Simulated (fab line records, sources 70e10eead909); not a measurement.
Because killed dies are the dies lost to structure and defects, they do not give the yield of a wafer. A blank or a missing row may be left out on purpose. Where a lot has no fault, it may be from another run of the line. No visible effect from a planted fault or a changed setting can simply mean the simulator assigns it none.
fab line records	flow nandHarc
record: lots: 12	wafers: 36	lastDay: 34
route steps=1302 shown A_STAIRCASE@766 END@1302
lots untouched by any fault: they come from a run of this same line in which no faults occurred
startH: hours from the record's opening day to when the first of the lot's shown wafers began	waitH: hours since the lot's step before	" same as the row above	L1.1+2: a row that stands for several wafers	- value missing, or start not given	* or withheld: withheld	< > ~ a bound
route shown NAME@n: NAME is a module with steps in the file, n the number in the route of the first one	usual: the fault-free wafers' mean and standard deviation	same: alike in all rows	chamber/n: place in a boat	sites: each site's reading	_std_site: their standard deviation	_edge_site: inner sites' mean taken away from outer sites' mean	radiusMm: for every site, how far away it sits from the centre of the wafer	mask NAME#n: copy n	behind: the most recent tool/chamber to have shaped the wafer	hold: why the lot went on hold/how many hours it stayed there/how the hold came to an end	device: names the non-switching transistor (n, p or np)	end of line: tests of these same wafers at the route's end	a step given without rows: its recipe and nothing more	killed: count of dies lost to structure and defects at first sort (not the wafer's yield)	map: shows each die of a wafer: x if killed, . if not, _ if none is there
set.NAME: setting as actually run; set.NAME@STEP: the setting as run at that earlier step	model.NAME: the simulator's own value behind a step, which no gauge read
one table for each step of the route and one row for each wafer, over a sample of lots
services: when a tool's chamber went out of use (startH, in hours from the record's first day, below 0 if earlier), for how many hours, and the reason
== steps ==
step: NHARC_A_STAIRCASE_DESCUM_252
recipe: timeS: 3	o2FlowSccm: 200	arFlowSccm: 0	biasPowerW: 0	chemistry: O2
usual: drypumpMotorCurrentA: 6.0/0.3	o2FlowSccm: 200.0/0.67	oesProductAu: 1.003/0.013	rfVppV: 57.9/0.93	showerheadPlenumPTorr: 1.91/0.096	throttleValvePct: 11.311/0.0085
lot.wafer	tool	chamber	startH	waitH	drypumpMotorCurrentA	o2FlowSccm	oesProductAu	rfHoursCounterH	rfVppV	showerheadPlenumPTorr	throttleValvePct
L209.2	rieDiel-03	1	361.01	-	6.2	200.0	0.986	30	58.2	1.77	11.308
L209.1	"	0	"	"	6.1	199.9	1.037	30	57.0	1.87	11.307
L209.6	"	1	"	"	6.2	200.5	0.998	-	56.1	1.77	11.301
L210.1	rieDiel-03	0	375.90	-	6.1	200.0	1.019	33	57.9	1.87	11.326
L210.2	"	2	"	"	6.0	199.1	0.999	35	56.9	1.83	11.299
L210.6	"	0	"	"	6.2	199.7	1.019	-	57.5	1.87	11.304
L211.4	rieDiel-13	1	376.01	-	6.4	200.8	0.994	7	59.3	2.07	11.326
L211.3	"	2	"	"	6.5	200.8	0.998	9	59.0	1.91	11.311
L211.5	"	0	"	"	6.3	200.3	1.006	-	57.3	1.97	11.312
L212.1	rieDiel-13	3	394.22	-	5.5	199.9	1.010	16	56.3	1.79	11.311
L212.2	"	0	"	"	6.4	199.6	0.997	12	57.2	1.96	11.314
L212.4	"	2	"	"	6.5	199.3	1.009	16	57.7	1.90	11.297
L213.2	rieDiel-13	2	396.28	-	6.5	200.1	0.999	16	58.3	1.90	11.303
L213.6	"	2	"	"	6.5	199.9	1.009	-	58.9	1.90	11.312
L213.5	"	3	"	"	5.5	200.0	0.997	-	58.3	1.78	11.309
L218.1	rieDiel-03	0	450.56	-	6.1	200.2	1.027	59	57.5	1.86	11.312
L218.3	"	1	"	"	6.2	201.2	0.981	57	56.4	1.76	11.328
L218.5	"	3	"	"	5.9	200.4	1.006	-	59.4	2.01	11.296
L220.3	rieDiel-03	3	475.16	-	5.9	199.4	0.984	3	57.7	2.01	11.310
L220.2	"	0	"	"	6.2	199.8	1.032	3	56.9	1.86	11.307
L220.5	"	1	"	"	6.2	199.8	1.009	-	58.6	2.08	11.314
L221.4	rieDiel-12	1	479.12	-	5.7	200.2	0.993	11	57.8	1.81	11.306
L221.2	"	3	"	"	5.7	199.9	0.989	9	59.0	1.93	11.324
L221.5	"	0	"	"	6.0	201.8	1.005	-	57.8	1.96	11.322
L225.3	rieDiel-03	0	535.52	-	6.2	200.6	1.016	20	57.5	1.85	11.315
L225.1	"	3	"	"	5.9	200.4	0.981	22	59.0	2.01	11.331
L225.5	"	0	"	"	6.2	200.2	1.028	-	57.5	1.85	11.318
L227.1	rieDiel-13	0	556.51	-	6.3	199.3	1.027	12	59.5	1.95	11.303
L227.3	"	1	"	"	6.4	200.0	1.008	12	59.0	2.06	11.317
L227.5	"	0	"	"	6.3	199.8	1.021	-	58.3	1.95	11.312
L232.3	rieDiel-12	1	586.35	-	5.7	199.2	0.993	41	59.7	1.80	11.306
L232.2	"	2	"	"	5.4	199.5	0.994	38	57.0	1.84	11.311
L232.4	"	3	"	"	5.7	200.0	1.011	42	57.1	1.92	11.309
L230.1	rieDiel-12	1	589.03	-	5.7	200.9	0.990	41	57.8	1.80	11.305
L230.4	"	3	"	"	5.6	200.1	1.010	42	59.1	1.92	11.307
L230.6	"	0	"	"	6.0	199.8	1.003	-	58.2	1.95	11.305
step: NHARC_A_STAIRCASE_ETCH_253
recipe: targetDepthA: 500	timeS: 20.2	ionEnergyEv: 400	c4f8FlowSccm: 20	o2FlowSccm: 10	arFlowSccm: withheld	rfW: 600	biasW: 1000	chemistry: C4F8/O2
usual: oesProductAu: 0.956/0.02	rfVppV: 895/5.8
lot.wafer	tool	chamber	startH	waitH	oesProductAu	rfHoursCounterH	rfVppV
L209.2	rieDiel-03	2	361.10	0.1	0.967	29	891
L209.1	"	3	"	"	0.967	29	902
L209.6	"	1	"	"	0.950	-	889
L210.2	rieDiel-03	1	375.99	0.1	0.947	34	886
L210.1	"	2	"	"	0.967	35	891
L210.6	"	1	"	"	0.942	-	886
L211.3	rieDiel-13	0	376.09	0.1	0.921	6	898
L211.4	"	1	"	"	0.915	7	905
L211.5	"	3	"	"	0.932	-	888
L212.1	rieDiel-13	1	394.32	0.1	0.957	12	905
L212.2	"	2	"	"	0.996	16	895
L212.4	"	3	"	"	0.976	16	888
L213.2	rieDiel-13	2	396.38	0.1	0.970	16	895
L213.6	"	3	"	"	0.979	-	888
L213.5	"	0	"	"	0.971	-	901
L218.3	rieDiel-03	1	450.63	0.1	0.960	57	888
L218.1	"	2	"	"	0.963	60	890
L218.5	"	1	"	"	0.957	-	886
L220.3	rieDiel-03	2	475.23	0.1	0.950	3	890
L220.2	"	3	"	"	0.970	3	901
L220.5	"	2	"	"	0.944	-	890
L221.4	rieDiel-12	2	479.20	0.1	0.953	9	891
L221.2	"	0	"	"	0.962	11	899
L221.5	"	3	"	"	0.961	-	896
L225.1	rieDiel-03	3	535.60	0.1	0.956	22	902
L225.3	"	0	"	"	0.983	20	892
L225.5	"	0	"	"	0.989	-	892
L227.1	rieDiel-13	1	556.60	0.1	0.921	12	904
L227.3	"	3	"	"	0.926	14	905
L227.5	"	1	"	"	0.927	-	904
L232.3	rieDiel-12	2	586.44	0.1	0.945	38	890
L232.4	"	3	"	"	0.964	42	898
L232.2	"	0	"	"	0.972	39	899
L230.4	rieDiel-12	2	589.12	0.1	0.959	38	893
L230.1	"	0	"	"	0.964	39	897
L230.6	"	2	"	"	0.952	-	891
step: NHARC_A_STAIRCASE_HM_DEP_456
recipe: targetThkA: 31000	tempC: 400	material: aC
usual: throttleValvePct: 35.003/0.0091
lot.wafer	tool	chamber	startH	waitH	throttleValvePct
L209.1	aclDep-03	0	362.91	-	35.008
L209.2	"	0	"	"	35.007
L209.6	"	0	364.43	-	35.007
L210.1	aclDep-02	0	378.97	-	34.994
L210.2	"	0	"	"	35.003
L210.6	"	0	380.50	-	34.996
L211.3	aclDep-03	0	380.27	-	35.001
L211.4	"	0	"	"	35.006
L211.5	"	0	"	"	35.020
L212.1	aclDep-02	0	397.52	-	35.007
L212.2	"	0	"	"	35.015
L212.4	"	0	"	"	35.006
L213.2	aclDep-03	0	399.13	-	35.013
L213.5	"	0	"	"	34.992
L213.6	"	0	"	"	35.011
L218.1	aclDep-01	0	455.28	-	35.016
L218.3	"	0	"	"	34.998
L218.5	"	0	"	"	35.013
L220.2	aclDep-02	0	476.89	-	35.006
L220.3	"	0	"	"	35.000
L220.5	"	0	"	"	34.998
L221.2	aclDep-02	0	480.40	-	35.004
L221.4	"	0	"	"	35.002
L221.5	"	0	"	"	35.023
L225.1	aclDep-01	0	538.57	-	34.975
L225.3	"	0	"	"	35.009
L225.5	"	0	"	"	35.010
L227.1	aclDep-02	0	562.52	-	34.993
L227.3	"	0	"	"	34.986
L227.5	"	0	"	"	35.000
L232.2	aclDep-01	0	589.53	-	35.014
L232.3	"	0	"	"	34.991
L232.4	"	0	"	"	35.007
L230.1	aclDep-03	0	591.02	-	34.992
L230.4	"	0	"	"	35.010
L230.6	"	0	"	"	34.995
step: NHARC_A_STAIRCASE_DEP_280
recipe: targetThkA: 300	targetThkNm: 30	tempC: 400	pressureTorr: 3.5	flowSccm: 200	rfW: 350	material: SiON
usual: chamberPressureTorr: 3.500/0.0088	heaterPowerW: 718/76	rfFwdPowerW: 348.8/1	showerheadVppV: 1175/31
lot.wafer	tool	chamber	startH	waitH	chamberPressureTorr	heaterPowerW	rfFwdPowerW	showerheadVppV
L209.1	pecvd-01	2	375.12	1.6	3.478	838	347.6	1135
L209.2	"	0	"	"	3.510	763	348.2	1153
L209.6	"	0	"	"	3.504	772	348.5	1168
L210.1	pecvd-03	0	386.70	1.6	3.503	676	348.2	1152
L210.2	"	2	"	"	3.496	543	349.0	1155
L210.6	"	0	"	"	3.506	702	349.4	1164
L211.3	pecvd-01	2	388.23	0.9	3.495	797	350.0	1128
L211.5	"	2	"	"	3.501	798	348.3	1131
L211.4	"	0	"	"	3.490	654	347.9	1156
L212.1	pecvd-04	1	405.40	1.6	3.509	747	349.2	1195
L212.2	"	2	"	"	3.509	678	348.7	1169
L212.4	"	2	"	"	3.497	683	348.8	1185
L213.2	pecvd-04	1	410.03	1.3	3.499	735	348.5	1197
L213.5	"	2	"	"	3.503	636	349.5	1169
L213.6	"	1	"	"	3.507	723	349.0	1168
L218.1	pecvd-01	1	463.94	1.5	3.495	753	349.2	1182
L218.3	"	1	"	"	3.520	765	350.4	1199
L218.5	"	1	"	"	3.495	759	348.3	1207
L220.2	pecvd-03	1	484.31	1.3	3.499	691	347.9	1255
L220.3	"	0	"	"	3.493	758	346.7	1144
L220.5	"	1	"	"	3.502	684	347.2	1218
L221.2	pecvd-01	0	489.90	1.3	3.500	800	207.5	884
L221.5	"	1	"	"	3.514	756	350.1	1188
L221.4	"	2	"	"	3.519	784	350.0	1132
L225.3	pecvd-03	1	547.35	1.0	3.494	658	348.2	1226
L225.1	"	2	"	"	3.507	598	347.9	1157
L225.5	"	0	"	"	3.494	780	347.5	1142
L227.3	pecvd-03	1	570.11	0.9	3.506	703	347.7	1230
L227.1	"	2	"	"	3.503	591	350.0	1162
L227.5	"	1	"	"	3.503	708	349.9	1239
L232.2	pecvd-03	1	599.02	1.3	3.500	616	349.1	1224
L232.3	"	0	"	"	3.514	716	349.2	1160
L232.4	"	1	"	"	3.502	601	348.6	1223
L230.1	pecvd-03	1	600.87	1.6	3.499	657	348.2	1250
L230.6	"	0	"	"	3.486	776	349.0	1137
L230.4	"	1	"	"	3.516	674	347.4	1245
step: NHARC_END_SORT_01
recipe: tempC: 25
usual: killedAtArray: 63/27	killedAtOther: 0.7/1.2	killedAtPeriphery: 3.1/2	killedDies: 67/28	killedOpen: 3.0/1.9	killedShort: 2.2/1.5
same: grossDies: 677
lot.wafer	tool	chamber	startH	waitH	killedAtArray	killedAtOther	killedAtPeriphery	killedDies	killedOpen	killedShort
L211.3	prober-02	0	577.76	3.1	44	0	6	50	5	0
L211.4	prober-02	0	578.56	3.4	57	0	3	60	4	1
L211.5	prober-02	0	579.36	3.7	52	1	3	56	6	4
L213.2	prober-01	0	590.55	2.8	108	0	3	111	3	4
L213.5	prober-01	0	592.93	3.7	103	0	1	104	1	3
L213.6	prober-01	0	593.72	4.0	101	0	0	101	0	1
L218.1	prober-01	0	654.09	2.5	71	4	1	76	3	1
L218.3	prober-01	0	655.69	3.1	74	6	2	82	1	4
L218.5	prober-01	0	657.30	3.7	63	5	2	70	4	0
L220.5	prober-01	0	672.72	3.7	62	3	6	71	3	4
L221.4	prober-02	0	671.98	3.4	26	0	1	27	1	2
L221.5	prober-02	0	672.78	3.7	37	0	2	39	3	5
L225.1	prober-02	0	739.56	2.5	56	2	1	59	1	2
L225.3	prober-02	0	741.16	3.1	62	4	4	70	2	2
L225.5	prober-02	0	742.75	3.7	56	0	3	59	2	1
L227.1	prober-01	0	749.84	2.5	60	0	4	64	1	2
L227.3	prober-01	0	751.43	3.1	48	1	2	51	0	1
L227.5	prober-01	0	753.02	3.7	44	0	3	47	2	0
killed by level:class
L211.3 A_CHANNEL_HOLE_D2:chamberFilmFlake=26 A_CONTACT:chamberFilmFlake=5 A_CHANNEL_HOLE_D1:chamberFilmFlake=4 P_STI:chamberFilmFlake=3 A_M1:chamberFilmFlake=3 A_CHANNEL_FILL_D2:chamberFilmFlake=2 P_CONTACT:geometricParticle:open=1 P_M0:geometricParticle:open=1
L211.4 A_CHANNEL_HOLE_D2:chamberFilmFlake=32 A_CONTACT:chamberFilmFlake=10 P_STI:chamberFilmFlake=3 A_CHANNEL_HOLE_D1:chamberFilmFlake=3 A_DECK1_JOINT:chamberFilmFlake=3 A_CHANNEL_FILL_D2:geometricParticle:open=2 A_CONTACT:geometricParticle:open=2 A_M1:chamberFilmFlake=2
L211.5 A_CHANNEL_HOLE_D2:chamberFilmFlake=26 A_M1:chamberFilmFlake=6 A_CONTACT:chamberFilmFlake=4 A_WL_FILL:chamberFilmFlake=2 P_STI:geometricParticle:open=1 P_CONTACT:geometricParticle:open=1 A_SOURCE_PLATE:geometricParticle:open=1 A_ONON_D1:geometricParticle:short=1
L213.2 A_CHANNEL_HOLE_D1:chamberFilmFlake=37 A_CHANNEL_HOLE_D2:chamberFilmFlake=32 A_SLIT:chamberFilmFlake=25 A_CONTACT:chamberFilmFlake=3 A_ZERO_WELL:chamberFilmFlake=2 P_M0:geometricParticle:short=1 P_M2:geometricParticle:open=1 A_ONON_D2:geometricParticle:short=1
L213.5 A_CHANNEL_HOLE_D2:chamberFilmFlake=43 A_CHANNEL_HOLE_D1:chamberFilmFlake=27 A_SLIT:chamberFilmFlake=23 A_CONTACT:chamberFilmFlake=4 A_STAIRCASE:chamberFilmFlake=2 P_M0:geometricParticle:short=1 A_ONON_D1:geometricParticle:short=1 A_CHANNEL_HOLE_D1:geometricParticle:open=1
L213.6 A_CHANNEL_HOLE_D1:chamberFilmFlake=33 A_CHANNEL_HOLE_D2:chamberFilmFlake=31 A_SLIT:chamberFilmFlake=31 A_ZERO_WELL:chamberFilmFlake=2 A_ONON_D2:geometricParticle:short=1 A_DECK1_JOINT:chamberFilmFlake=1 A_CHANNEL_FILL_D2:chamberFilmFlake=1 A_CONTACT:chamberFilmFlake=1
L218.1 A_SLIT:chamberFilmFlake=34 A_CHANNEL_HOLE_D2:chamberFilmFlake=14 A_CHANNEL_HOLE_D1:chamberFilmFlake=5 A_STAIRCASE:chamberFilmFlake=4 A_WL_FILL:chamberFilmFlake=4 A_CONTACT:chamberFilmFlake=4 THIN_TSV:chamberFilmFlake=4 A_ONON_D1:geometricParticle:open=1
L218.3 A_SLIT:chamberFilmFlake=35 A_CHANNEL_HOLE_D2:chamberFilmFlake=13 A_CHANNEL_HOLE_D1:chamberFilmFlake=6 A_WL_FILL:chamberFilmFlake=6 THIN_TSV:chamberFilmFlake=4 A_CHANNEL_FILL_D1:chamberFilmFlake=3 A_STAIRCASE:chamberFilmFlake=3 A_CONTACT:chamberFilmFlake=2
L218.5 A_SLIT:chamberFilmFlake=33 A_CHANNEL_HOLE_D2:chamberFilmFlake=12 A_CHANNEL_HOLE_D1:chamberFilmFlake=6 THIN_TSV:chamberFilmFlake=5 A_STAIRCASE:chamberFilmFlake=4 P_ZERO_WELL:chamberFilmFlake=2 A_WL_FILL:chamberFilmFlake=2 A_CONTACT:chamberFilmFlake=2
L221.4 A_CHANNEL_HOLE_D1:chamberFilmFlake=6 A_SLIT:chamberFilmFlake=4 A_CONTACT:chamberFilmFlake=4 A_BLC:chamberFilmFlake=3 A_CHANNEL_FILL_D1:chamberFilmFlake=2 A_STAIRCASE:chamberFilmFlake=2 P_CONTACT:geometricParticle:short=1 A_ONON_D1:geometricParticle:short=1
L220.5 A_SLIT:chamberFilmFlake=34 A_CHANNEL_HOLE_D2:chamberFilmFlake=12 A_CHANNEL_HOLE_D1:chamberFilmFlake=4 P_CONTACT:chamberFilmFlake=3 A_CHANNEL_FILL_D1:chamberFilmFlake=3 A_CONTACT:chamberFilmFlake=3 A_CHANNEL_FILL_D2:chamberFilmFlake=2 THIN_TSV:chamberFilmFlake=2
L221.5 A_CHANNEL_HOLE_D1:chamberFilmFlake=11 A_CONTACT:chamberFilmFlake=5 A_SLIT:chamberFilmFlake=3 A_ONON_D1:geometricParticle:short=2 A_ZERO_WELL:chamberFilmFlake=2 A_CHANNEL_FILL_D1:chamberFilmFlake=2 A_DECK1_JOINT:chamberFilmFlake=2 A_STAIRCASE:chamberFilmFlake=2
L225.1 A_SLIT:chamberFilmFlake=33 A_CHANNEL_HOLE_D1:chamberFilmFlake=10 A_CHANNEL_FILL_D2:chamberFilmFlake=5 A_CONTACT:chamberFilmFlake=3 A_STAIRCASE:chamberFilmFlake=2 THIN_TSV:chamberFilmFlake=2 P_CONTACT:geometricParticle:open=1 A_ONON_D1:geometricParticle:short=1
L225.3 A_SLIT:chamberFilmFlake=34 A_STAIRCASE:chamberFilmFlake=9 A_CHANNEL_HOLE_D1:chamberFilmFlake=8 A_CHANNEL_FILL_D2:chamberFilmFlake=4 A_CONTACT:chamberFilmFlake=4 THIN_TSV:chamberFilmFlake=4 P_STI:geometricParticle:short=1 P_M0:geometricParticle:short=1
L225.5 A_SLIT:chamberFilmFlake=35 A_CHANNEL_HOLE_D1:chamberFilmFlake=10 A_CONTACT:chamberFilmFlake=5 A_STAIRCASE:chamberFilmFlake=3 P_M0:geometricParticle:open=1 A_CHANNEL_FILL_D1:geometricParticle:short=1 A_M0:geometricParticle:open=1 P_ZERO_WELL:chamberFilmFlake=1
L227.1 A_SLIT:chamberFilmFlake=34 A_CHANNEL_HOLE_D1:chamberFilmFlake=10 A_CONTACT:chamberFilmFlake=10 A_DECK1_JOINT:chamberFilmFlake=2 P_M0:geometricParticle:short=1 A_ONON_D2:geometricParticle:open=1 A_CHANNEL_FILL_D2:geometricParticle:short=1 P_STI:chamberFilmFlake=1
L227.3 A_SLIT:chamberFilmFlake=23 A_CHANNEL_HOLE_D1:chamberFilmFlake=12 A_CONTACT:chamberFilmFlake=12 P_STI:chamberFilmFlake=2 A_M0:geometricParticle:short=1 THIN_TSV:chamberFilmFlake=1
L227.5 A_SLIT:chamberFilmFlake=21 A_CHANNEL_HOLE_D1:chamberFilmFlake=8 A_CONTACT:chamberFilmFlake=6 A_ZERO_WELL:chamberFilmFlake=4 A_STAIRCASE:chamberFilmFlake=2 A_DECK1_JOINT:geometricParticle:open=1 A_M0:geometricParticle:open=1 P_ZERO_WELL:chamberFilmFlake=1
== services ==
tool	chamber	startH	hours	kind
pecvd-01	2	338.24	2.3	repair
rieDiel-13	-	342.05	9.0	pm
pecvd-03	-	366.47	13.0	pm
aclDep-01	-	368.86	13.0	pm
pecvd-04	-	379.39	1.1	repair
pecvd-04	1	389.91	7.0	repair
rieDiel-12	3	391.16	15.7	repair
rieDiel-12	1	393.31	17.1	repair
rieDiel-03	0	407.54	3.3	repair
aclDep-02	-	424.12	13.0	pm
pecvd-04	2	430.51	9.2	repair
rieDiel-13	1	436.55	14.8	repair
pecvd-03	1	442.98	3.5	repair
rieDiel-03	-	460.50	9.0	pm
aclDep-03	-	482.24	13.0	pm
pecvd-01	-	492.38	13.0	pm
rieDiel-13	1	511.94	4.5	repair
rieDiel-13	-	519.68	9.0	pm
rieDiel-12	0	537.58	4.4	repair
pecvd-03	-	547.50	13.0	pm
aclDep-01	-	551.48	13.0	pm
rieDiel-03	3	568.58	8.0	repair
pecvd-01	1	575.67	4.5	repair
pecvd-03	2	596.29	3.0	repair
== key ==
firstSign: step: NHARC_A_STAIRCASE_DEP_280	reading: rfFwdPowerW	direction: down	sigmas: 99+	usual: *	struck: *
effect: step: NHARC_A_STAIRCASE_DEP_280	reading: showerheadVppV	direction: down	sigmas: 9.4	usual: 1175	struck: 884
metAt NHARC_A_STAIRCASE_DEP_280
struckLots L221
struckWafers L221.2
testerLeftOut L221
notActingAt NHARC_A_STAIRCASE_DESCUM_252,NHARC_A_STAIRCASE_ETCH_253,NHARC_A_STAIRCASE_HM_DEP_456
onsetBetween 388.23 489.90
fault: kind: processParameterDrift	tool: pecvd-01	chamber: 0	onsetH: 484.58	steps: NHARC_A_STAIRCASE_DEP_280	channel: rfW	offset: *	shape: step	endH: 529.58	actsIn: *	stated: *
testerLeftOut: of these lots the tester's yield and bins aren't shown, on N5 and GAA mostly nor the transistor test; their killed dies are dies lost to structure and defects alone, not to doping, threshold or leakage, so they don't give the yield
